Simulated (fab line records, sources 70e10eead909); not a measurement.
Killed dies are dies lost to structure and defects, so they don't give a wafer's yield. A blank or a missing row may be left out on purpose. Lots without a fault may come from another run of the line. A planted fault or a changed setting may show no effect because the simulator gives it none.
fab line records | flow nand_harc
record lots=11 wafers=33 last_day=34
route steps=1302 shown A_BLC@1130 A_M0@1148 END@1302
lots that met no fault: from a run of the same line without faults
start_h: hours from the record's first day to the start of the lot's first wafer shown | wait_h: hours since the lot's step before | " the same as in the row above | L1.1+2: a row that stands for several wafers | - no value, or no start given | * or withheld: withheld | < > ~ a bound
route shown NAME@n: a module of which the file shows steps, and the number in the route of the first | usual: mean/standard deviation of fault-free wafers | same: alike in all rows | chamber/n: place in a boat | sites: the reading at each site | _std_site: their standard deviation | _edge_site: outer sites' mean less inner sites' | radius_mm: how far each site lies from the wafer's centre | mask NAME#n: copy n | behind: the tool/chamber that last shaped the wafer | hold: why the lot was held/for how many hours/how that ended | device: the transistor (n, p or np) that didn't switch | end of line: the same wafers' tests at the end of the route | a step without rows: its recipe alone | killed: dies lost to structure and defects at the first sort, not the wafer's yield | map: a wafer's dies, x killed, . not, _ none there
set.NAME: the setting as run; set.NAME@STEP: as run at that earlier step | model.NAME: the simulator's own value behind a step, which no gauge read
steps of the route over a sample of lots; a table a step, a row a wafer
services: from which hour (start_h, from the record's first day; less than 0 if before it) a tool's chamber was out of use, for how many hours, and why
## steps
# step NHARC_A_BLC_PVD_32
# recipe target_thk_a=50 chamber_pressure_pa=5 power_w=5000 substrate_temp_c=200 time_s=17.7 material=Ti
# usual cathode_dc_power_W=4999.9/0.99 throttle_valve_pct=29.9/1.5
# columns lot.wafer tool chamber start_h wait_h cathode_dc_power_W throttle_valve_pct
L148.2 pvd_sputter-03 - - - 4999.9 31.2
L148.4 " - " " 4999.6 31.9
L148.6 " - " " 5000.0 31.2
L147.4 pvd_sputter-03 - - - 5000.7 29.1
L147.2 " - " " 5000.6 32.0
L147.6 " - " " 5001.6 29.3
L153.4 pvd_sputter-02 - - - 5000.0 31.1
L153.1 " - " " 4999.7 31.1
L153.6 " - " " 4999.2 31.0
L154.4 pvd_sputter-01 - - - 4998.6 29.5
L154.2 " - " " 4999.4 28.6
L154.6 " - " " 4999.5 29.5
L157.1 pvd_sputter-01 - - - 4999.9 28.3
L157.2 " - " " 4999.2 29.1
L157.6 " - " " 5000.1 28.3
L156.2 pvd_sputter-03 - - - 4999.4 29.4
L156.1 " - " " 4999.4 31.3
L156.5 " - " " 5001.2 29.5
L158.2 pvd_sputter-01 - - - 4999.4 30.2
L158.1 " - " " 4999.5 29.2
L158.5 " - " " 5000.1 28.3
L163.1 pvd_sputter-01 - - - 4999.8 28.9
L163.3 " - " " 4998.2 28.3
L163.6 " - " " 4999.8 30.1
L166.3 pvd_sputter-02 - - - 5000.1 32.7
L166.4 " - " " 5000.8 31.2
L166.1 " - " " 5000.7 30.9
L165.3 pvd_sputter-02 - - - 4998.7 27.6
L165.4 " - " " 4999.6 31.0
L165.6 " - " " 4997.1 27.5
L170.4 pvd_sputter-02 - - - 5000.6 30.6
L170.5 " - " " 4999.3 31.2
L170.6 " - " " 5000.5 30.8
# step NHARC_A_M0_OVL_MEAS_10
# recipe pitch_nm=160
# usual overlay_x_nm=0.3/0.8 overlay_y_nm=0.2/0.81
# columns lot.wafer tool chamber start_h wait_h overlay_x_nm overlay_y_nm
L148.2 overlay-02 - 540.08 - 0.9 -0.4
L148.4 " - " " 0.7 -0.5
L148.6 " - " " 0.8 -0.3
L147.2 overlay-01 - 542.46 - -0.2 -0.1
L147.4 " - " " -0.1 -0.1
L147.6 " - " " -0.4 -0.4
L153.1 overlay-02 - 585.87 - -0.9 -0.4
L153.4 " - " " -0.5 -0.2
L153.6 " - " " -0.3 -0.7
L154.2 overlay-01 - 594.08 - 1.4 1.1
L154.4 " - " " 1.4 0.9
L154.6 " - " " 1.9 1.0
L157.1 overlay-02 - 642.43 - 0.2 -0.5
L157.2 " - " " 0.2 0.3
L157.6 " - " " 0.4 -0.2
L156.1 overlay-01 - 645.40 - 0.7 0.7
L156.2 " - " " 1.3 0.1
L156.5 " - " " 0.7 0.8
L158.1 overlay-02 - 660.54 - 0.9 0.3
L158.2 " - " " 0.7 0.2
L158.5 " - " " 1.1 0.7
L163.1 overlay-01 - 687.51 - 0.6 0.7
L163.3 " - " " 0.8 1.0
L163.6 " - " " 1.0 0.9
L166.1 overlay-02 - 714.87 - -1.0 0.8
L166.3 " - " " -0.5 1.4
L166.4 " - " " -0.8 0.8
L165.3 overlay-02 - 716.66 - 0.7 0.0
L165.4 " - " " 0.3 -1.2
L165.6 " - " " -0.2 -0.9
L170.4 overlay-01 - 772.94 - 0.0 0.5
L170.5 " - " " 0.2 0.3
L170.6 " - " " 0.0 0.8
# step NHARC_A_M0_ETCH_34
# recipe target_depth_a=400 overetch_a=120 time_s=43.94 ion_energy_ev=200 n2_flow_sccm=150 h2_flow_sccm=150 ar_flow_sccm=0 rf_w=400 bias_w=150 chemistry=N2/H2
# usual bias_w=150.0/0.43 drypump_motor_current_A=5.8/0.48 oes_product_au=0.999/0.0083 rf_vpp_V=429.3/1.7 showerhead_plenum_p_Torr=2.00/0.05 throttle_valve_pct=14.171/0.0092
# columns lot.wafer tool chamber start_h wait_h bias_w drypump_motor_current_A oes_product_au rf_hours_counter_h rf_vpp_V showerhead_plenum_p_Torr throttle_valve_pct
L148.2 rie_diel-02 3 540.26 0.1 149.2 5.7 1.002 9.8 430.1 2.01 14.173
L148.4 " 1 " " 149.8 5.6 1.001 9.6 427.7 1.92 14.169
L148.6 " 3 " " 149.1 5.7 0.998 - 429.5 2.01 14.160
L147.2 rie_diel-10 1 542.65 0.1 150.1 5.6 1.001 3.5 428.0 1.96 14.155
L147.4 " 2 " " 149.6 5.1 1.003 4.1 428.8 2.02 14.177
L147.6 " 1 " " 149.1 5.6 1.000 - 429.5 1.96 14.171
L153.1 rie_diel-10 2 586.07 0.1 150.6 5.1 0.994 6.0 430.2 2.02 14.175
L153.4 " 3 " " 149.8 6.2 0.985 5.6 429.5 1.97 14.165
L153.6 " 1 " " 150.3 5.6 1.004 - 428.6 1.96 14.185
L154.4 rie_diel-11 3 594.27 0.1 149.7 4.7 1.001 8.7 430.7 2.06 14.177
L154.2 " 1 " " 150.5 5.7 1.019 8.6 429.2 1.98 14.167
L154.6 " 2 " " 150.2 6.1 0.999 - 430.4 2.01 14.161
L157.2 rie_diel-02 0 642.62 0.1 149.9 6.4 1.004 5.0 429.3 2.01 14.170
L157.1 " 1 " " 150.1 5.7 0.993 4.7 428.1 1.92 14.177
L157.6 " 3 " " 149.5 5.7 0.984 - 429.7 2.01 14.162
L156.2 rie_diel-10 0 645.60 0.1 149.4 6.0 1.011 1.3 429.7 2.00 14.165
L156.1 " 2 " " 150.0 5.1 0.998 1.3 429.7 2.02 14.171
L156.5 " 0 " " 149.6 6.0 0.996 - 431.0 2.00 14.169
L158.2 rie_diel-10 3 660.75 0.1 150.1 6.3 0.998 1.6 429.2 1.97 14.164
L158.1 " 0 " " 149.9 6.0 1.009 1.6 430.6 2.00 14.178
L158.5 " 2 " " 150.2 5.1 0.994 - 428.0 2.02 14.178
L163.3 rie_diel-10 0 687.70 0.1 149.6 6.0 0.996 3.2 429.6 2.00 14.167
L163.1 " 2 " " 150.0 5.1 1.004 3.0 430.4 2.02 14.202
L163.6 " 3 " " 149.4 6.3 1.001 - 429.2 1.97 14.162
L166.1 rie_diel-11 3 715.07 0.1 149.4 4.7 0.986 5.5 429.6 2.06 14.155
L166.3 " 0 " " 150.1 6.4 0.997 5.6 434.0 2.13 14.174
L166.4 " 3 " " 149.9 4.7 0.998 - 430.6 2.06 14.181
L165.3 rie_diel-11 3 716.85 0.1 150.0 4.7 0.997 5.6 429.2 2.06 14.178
L165.6 " 3 " " 150.7 4.7 1.003 - 430.8 2.06 14.171
L165.4 " 1 " " 149.9 5.8 1.002 - 429.8 1.98 14.164
L170.4 rie_diel-10 0 773.14 0.1 151.5 6.0 0.994 7.7 430.3 2.00 14.159
L170.6 " 1 " " 149.2 5.7 1.018 - 426.6 1.96 14.173
L170.5 " 2 " " 150.6 5.1 0.992 - 430.8 2.01 14.173
# step NHARC_A_M0_PVD_21
# recipe target_thk_a=300 chamber_pressure_pa=5 power_w=5000 substrate_temp_c=30 time_s=20.49 material=Cu
# usual cathode_dc_power_W=5000.0/0.86 throttle_valve_pct=30.0/1.5
# columns lot.wafer tool chamber start_h wait_h cathode_dc_power_W throttle_valve_pct
L148.4 pvd_sputter-01 - 541.32 - 5000.1 28.6
L148.2 " - " " 4999.2 27.8
L148.6 " - " " 5000.1 29.2
L147.2 pvd_sputter-02 - 543.70 - 4999.5 30.9
L147.4 " - " " 5000.1 30.8
L147.6 " - " " 5000.8 31.0
L153.1 pvd_sputter-02 - 587.11 - 4999.2 30.8
L153.4 " - " " 5000.0 31.2
L153.6 " - " " 5001.0 30.9
L154.4 pvd_sputter-02 - 595.34 - 4999.6 31.4
L154.2 " - " " 4999.0 31.2
L154.6 " - " " 4999.4 27.4
L157.2 pvd_sputter-01 - 643.72 - 5001.5 29.0
L157.1 " - " " 5000.1 30.3
L157.6 " - " " 4999.4 28.8
L156.1 pvd_sputter-01 - 646.68 - 5001.8 30.4
L156.2 " - " " 4999.0 28.4
L156.5 " - " " 5000.2 30.2
L158.1 pvd_sputter-02 - 661.86 - 5000.4 31.0
L158.2 " - " " 4999.5 27.6
L158.5 " - " " 4999.7 30.8
L163.3 pvd_sputter-03 - 688.76 - 4999.6 29.5
L163.1 " - " " 4999.1 31.0
L163.6 " - " " 5000.1 32.0
L166.4 pvd_sputter-02 - 716.21 - 4620.6 30.7
L166.3 " - " " 4619.1 27.7
L166.1 " - " " 4617.6 32.5
L165.3 pvd_sputter-02 - 718.06 - 4620.1 27.8
L165.4 " - " " 4620.0 30.6
L165.6 " - " " 4618.6 27.6
L170.4 pvd_sputter-01 - 774.18 - 5000.8 28.6
L170.6 " - " " 5000.8 28.8
L170.5 " - " " 4999.8 30.0
# step NHARC_END_SORT_01
# recipe temp_c=25
# usual defect_limited_yield=91.8/2.3 killed_at_array=51/16 killed_at_other=0.6/0.88 killed_at_periphery=4.0/2.6 killed_dies=55/16 killed_open=3.5/1.9 killed_short=2.3/1.6 sort_bin_2_pct=2.9/1.1 sort_bin_3_pct=0.6/0.41 sort_bin_4_pct=4.6/1.3 sort_n_pass=622/16 sort_rim_yield_pct=93/3.2 sort_yield_pct=91.8/2.3
# same gross_dies=677 sort_bin_5_pct[%]=0 sort_bin_6_pct[%]=0 sort_bin_7_pct[%]=0 sort_bin_8_pct[%]=0 sort_rim_n_gross=106.00
# columns lot.wafer tool chamber start_h wait_h defect_limited_yield[%] killed_at_array killed_at_other killed_at_periphery killed_dies killed_open killed_short sort_bin_2_pct[%] sort_bin_3_pct[%] sort_bin_4_pct[%] sort_n_pass sort_rim_yield_pct[%] sort_yield_pct[%]
L147.2 prober-02 0 586.15 2.8 94.8 32 0 3 35 6 2 1.2 0 4.0 642 91 94.8
L147.4 prober-02 0 587.74 3.4 92.2 51 0 2 53 5 4 2.4 0.7 4.7 624 96 92.2
L147.6 prober-02 0 589.33 4.0 91.6 55 0 2 57 2 1 3.0 0.9 4.6 620 97 91.6
L153.1 prober-01 0 626.73 2.5 93.5 42 0 2 44 9 1 2.5 0.1 3.8 633 92 93.5
L153.4 prober-01 0 629.08 3.4 94.5 35 1 1 37 2 1 1.5 0.4 3.5 640 91 94.5
L153.6 prober-01 0 630.64 3.9 94.8 32 1 2 35 2 3 2.2 0.4 2.5 642 90 94.8
L154.2 prober-02 0 635.81 2.8 88.2 78 0 2 80 3 1 4.9 1.6 5.3 597 88 88.2
L154.4 prober-02 0 637.43 3.4 86.9 88 0 1 89 3 2 4.6 1.8 6.8 588 89 86.9
L154.6 prober-02 0 639.05 4.1 88.3 74 0 5 79 5 5 3.7 1.6 6.4 598 91 88.3
L157.1 prober-01 0 688.74 2.5 93.9 35 0 6 41 7 5 2.4 0.3 3.4 636 90 93.9
L157.2 prober-01 0 689.55 2.8 93.2 42 0 4 46 3 3 1.5 0.4 4.9 631 96 93.2
L157.6 prober-01 0 692.79 4.1 91.3 53 0 6 59 6 5 2.5 0.3 5.9 618 97 91.3
L156.1 prober-02 0 688.75 2.5 88.5 66 0 12 78 3 2 4.4 0.7 6.4 599 97 88.5
L156.2 prober-02 0 689.55 2.8 89.7 60 3 7 70 3 3 3.1 0.7 6.5 607 87 89.7
L156.5 prober-02 0 691.97 3.7 88.0 73 1 7 81 3 2 4.9 0.6 6.5 596 92 88.0
L166.1 prober-01 0 753.35 2.5 92.0 51 1 2 54 5 8 1.5 0.6 5.9 623 91 92.0
L166.3 prober-01 0 754.96 3.1 93.6 39 1 3 43 5 1 2.2 0.4 3.7 634 92 93.6
L166.4 prober-01 0 755.77 3.4 93.6 36 1 6 43 2 3 1.9 0 4.4 634 99 93.6
L165.3 prober-01 0 765.05 3.1 91.4 54 1 3 58 3 0 3.5 1.5 3.5 619 93 91.4
L165.4 prober-01 0 765.86 3.4 91.4 56 0 2 58 5 0 4.1 1.0 3.4 619 91 91.4
L165.6 prober-01 0 767.49 4.1 89.5 66 2 3 71 3 5 3.8 1.0 5.6 606 90 89.5
# killed by level:class
L147.2 A_CHANNEL_HOLE_D1:chamber_film_flake=17 A_WL_FILL:chamber_film_flake=3 A_ONON_D1:geometric_particle:open=2 P_ZERO_WELL:chamber_film_flake=2 A_CHANNEL_HOLE_D2:chamber_film_flake=2 A_ONON_D2:geometric_particle:open=1 A_CHANNEL_FILL_D2:geometric_particle:open=1 A_CHANNEL_FILL_D2:geometric_particle:short=1
L147.4 A_CHANNEL_HOLE_D1:chamber_film_flake=29 A_CHANNEL_HOLE_D2:chamber_film_flake=9 A_DECK1_JOINT:geometric_particle:short=2 A_WL_FILL:geometric_particle:open=2 A_STAIRCASE:chamber_film_flake=2 A_ONON_D1:geometric_particle:open=1 A_ONON_D1:geometric_particle:short=1 A_CHANNEL_FILL_D1:geometric_particle:short=1
L147.6 A_CHANNEL_HOLE_D1:chamber_film_flake=36 A_CHANNEL_HOLE_D2:chamber_film_flake=10 A_STAIRCASE:chamber_film_flake=3 A_CHANNEL_FILL_D1:geometric_particle:short=1 A_DECK1_JOINT:geometric_particle:open=1 A_WL_FILL:geometric_particle:open=1 P_ZERO_WELL:chamber_film_flake=1 P_STI:chamber_film_flake=1
L153.1 A_CHANNEL_HOLE_D2:chamber_film_flake=22 A_CONTACT:chamber_film_flake=4 A_ONON_D1:geometric_particle:open=3 A_CHANNEL_FILL_D1:geometric_particle:open=2 A_CHANNEL_HOLE_D1:chamber_film_flake=2 A_CHANNEL_FILL_D2:chamber_film_flake=2 A_WL_FILL:chamber_film_flake=2 P_CONTACT:geometric_particle:short=1
L153.4 A_CHANNEL_HOLE_D2:chamber_film_flake=22 A_CONTACT:chamber_film_flake=5 A_CHANNEL_HOLE_D1:chamber_film_flake=4 A_ONON_D1:geometric_particle:open=1 A_CHANNEL_FILL_D2:geometric_particle:short=1 A_CHANNEL_FILL_D2:geometric_particle:open=1 P_STI:chamber_film_flake=1 A_WL_FILL:chamber_film_flake=1
L153.6 A_CHANNEL_HOLE_D2:chamber_film_flake=19 A_CHANNEL_HOLE_D1:chamber_film_flake=4 A_CONTACT:chamber_film_flake=2 P_CONTACT:geometric_particle:open=1 A_CHANNEL_FILL_D1:geometric_particle:short=1 A_ONON_D2:geometric_particle:short=1 A_ONON_D2:geometric_particle:open=1 P_GATE:chamber_film_flake=1
L154.2 A_CHANNEL_HOLE_D1:chamber_film_flake=28 A_SLIT:chamber_film_flake=23 A_CHANNEL_HOLE_D2:chamber_film_flake=11 A_CONTACT:chamber_film_flake=6 A_CHANNEL_FILL_D1:chamber_film_flake=3 A_STAIRCASE:chamber_film_flake=3 A_CHANNEL_FILL_D1:geometric_particle:short=1 A_CHANNEL_HOLE_D2:geometric_particle:open=1
L154.4 A_CHANNEL_HOLE_D2:chamber_film_flake=29 A_CHANNEL_HOLE_D1:chamber_film_flake=19 A_SLIT:chamber_film_flake=19 A_CONTACT:chamber_film_flake=7 A_STAIRCASE:chamber_film_flake=6 A_CHANNEL_FILL_D1:chamber_film_flake=2 P_CONTACT:geometric_particle:open=1 A_SOURCE_PLATE:geometric_particle:short=1
L154.6 A_CHANNEL_HOLE_D1:chamber_film_flake=22 A_SLIT:chamber_film_flake=15 A_CHANNEL_HOLE_D2:chamber_film_flake=15 A_STAIRCASE:chamber_film_flake=7 A_CONTACT:chamber_film_flake=6 A_CHANNEL_FILL_D1:chamber_film_flake=3 P_CONTACT:geometric_particle:open=1 P_M0:geometric_particle:open=1
L157.1 A_CHANNEL_HOLE_D1:chamber_film_flake=20 P_BONDPAD:chamber_film_flake=3 A_ZERO_WELL:chamber_film_flake=2 P_GATE:geometric_particle:short=1 P_M0:geometric_particle:open=1 P_M0:geometric_particle:short=1 A_CHANNEL_FILL_D1:geometric_particle:short=1 A_CHANNEL_FILL_D1:geometric_particle:open=1
L156.1 A_CHANNEL_HOLE_D1:chamber_film_flake=32 A_SLIT:chamber_film_flake=24 P_BONDPAD:chamber_film_flake=6 P_STI:chamber_film_flake=4 A_CONTACT:chamber_film_flake=3 P_STI:geometric_particle:open=1 A_ONON_D1:geometric_particle:open=1 A_ONON_D2:geometric_particle:short=1
L157.2 A_CHANNEL_HOLE_D1:chamber_film_flake=29 A_CONTACT:chamber_film_flake=3 A_WL_FILL:chamber_film_flake=2 A_ZERO_WELL:chamber_film_flake=2 A_STAIRCASE:chamber_film_flake=2 P_GATE:geometric_particle:short=1 P_CONTACT:geometric_particle:open=1 P_M0:geometric_particle:open=1
L156.2 A_SLIT:chamber_film_flake=25 A_CHANNEL_HOLE_D1:chamber_film_flake=17 A_CONTACT:chamber_film_flake=10 P_STI:chamber_film_flake=3 P_BONDPAD:chamber_film_flake=3 THIN_TSV:chamber_film_flake=3 A_ONON_D2:geometric_particle:short=2 A_ONON_D1:geometric_particle:open=1
L156.5 A_CHANNEL_HOLE_D1:chamber_film_flake=35 A_SLIT:chamber_film_flake=29 A_CONTACT:chamber_film_flake=4 P_STI:chamber_film_flake=3 P_BONDPAD:chamber_film_flake=3 P_CONTACT:geometric_particle:open=1 A_CHANNEL_FILL_D1:geometric_particle:open=1 A_ONON_D2:geometric_particle:short=1
L157.6 A_CHANNEL_HOLE_D1:chamber_film_flake=42 P_GATE:geometric_particle:open=2 P_CONTACT:geometric_particle:open=2 A_WL_FILL:geometric_particle:short=2 A_STAIRCASE:chamber_film_flake=2 A_SLIT:chamber_film_flake=2 A_WL_FILL:chamber_film_flake=1 P_CONTACT:geometric_particle:short=1
L166.1 A_CHANNEL_HOLE_D1:chamber_film_flake=18 A_SLIT:chamber_film_flake=8 A_STAIRCASE:chamber_film_flake=4 A_CONTACT:chamber_film_flake=4 A_DECK1_JOINT:chamber_film_flake=3 A_CHANNEL_FILL_D2:geometric_particle:short=2 A_WL_FILL:geometric_particle:short=2 P_CONTACT:chamber_film_flake=2
L166.3 A_CHANNEL_HOLE_D1:chamber_film_flake=11 A_CONTACT:chamber_film_flake=8 A_SLIT:chamber_film_flake=6 A_STAIRCASE:chamber_film_flake=3 P_CONTACT:chamber_film_flake=2 A_WL_FILL:chamber_film_flake=2 A_ONON_D1:geometric_particle:open=1 A_DECK1_JOINT:geometric_particle:open=1
L166.4 A_CHANNEL_HOLE_D1:chamber_film_flake=10 A_CONTACT:chamber_film_flake=10 A_SLIT:chamber_film_flake=4 P_GATE:chamber_film_flake=3 A_STAIRCASE:chamber_film_flake=3 P_CONTACT:chamber_film_flake=2 A_CHANNEL_FILL_D1:geometric_particle:short=1 A_CHANNEL_FILL_D2:geometric_particle:open=1
L165.3 A_SLIT:chamber_film_flake=23 A_CHANNEL_HOLE_D1:chamber_film_flake=14 A_CHANNEL_HOLE_D2:chamber_film_flake=13 P_CONTACT:chamber_film_flake=2 A_CHANNEL_FILL_D1:geometric_particle:open=1 A_M1:geometric_particle:open=1 STARTING-WAFER:geometric_particle:open=1 P_GATE:chamber_film_flake=1
L165.4 A_SLIT:chamber_film_flake=19 A_CHANNEL_HOLE_D2:chamber_film_flake=16 A_CHANNEL_HOLE_D1:chamber_film_flake=13 A_ONON_D1:geometric_particle:open=2 A_STAIRCASE:chamber_film_flake=2 P_CONTACT:geometric_particle:open=1 P_M0:geometric_particle:open=1 A_M0:geometric_particle:open=1
L165.6 A_SLIT:chamber_film_flake=23 A_CHANNEL_HOLE_D2:chamber_film_flake=18 A_CHANNEL_HOLE_D1:chamber_film_flake=11 A_STAIRCASE:chamber_film_flake=5 STARTING-WAFER:geometric_particle:short=2 P_M0:geometric_particle:short=1 P_M1:geometric_particle:open=1 A_CHANNEL_FILL_D1:geometric_particle:open=1
## services
# columns tool chamber start_h hours kind
pvd_sputter-03 - 515.15 2.8 repair
pvd_sputter-03 - 526.05 10.0 pm
rie_diel-10 0 526.50 - clean
pvd_sputter-03 - 566.62 3.5 repair
rie_diel-02 - 570.70 9.0 pm
rie_diel-10 - 596.50 9.0 pm
pvd_sputter-01 - 603.91 10.0 pm
rie_diel-11 - 609.50 9.0 pm
rie_diel-10 1 617.30 48.2 repair
pvd_sputter-02 - 638.69 10.0 pm
pvd_sputter-03 - 639.22 3.3 repair
rie_diel-11 0 643.75 1.4 repair
rie_diel-11 2 661.46 5.6 repair
pvd_sputter-01 - 662.93 1.2 repair
rie_diel-02 3 673.97 3.8 repair
rie_diel-02 2 680.77 3.6 repair
rie_diel-02 0 693.18 23.8 repair
rie_diel-02 2 694.54 3.8 repair
rie_diel-11 - 695.65 5.3 repair
pvd_sputter-03 - 704.05 10.0 pm
pvd_sputter-01 - 715.57 3.1 repair
rie_diel-11 1 726.46 1.7 repair
rie_diel-02 - 747.70 9.0 pm
rie_diel-10 - 773.50 9.0 pm
## key
first_sign step=NHARC_A_M0_PVD_21 reading=cathode_dc_power_W direction=down sigmas=99+ usual=* struck=*
effect none on later readings
met_at NHARC_A_M0_PVD_21
struck_lots L165,L166
not_acting_at NHARC_A_BLC_PVD_32,NHARC_A_M0_OVL_MEAS_10,NHARC_A_M0_ETCH_34
onset_between 661.86 716.21
fault kind=process_parameter_drift tool=pvd_sputter-02 chamber=- onset_h=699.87 steps=NHARC_A_M0_PVD_21 channel=power_w offset=* shape=step end_h=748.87 acts_in=* stated=*
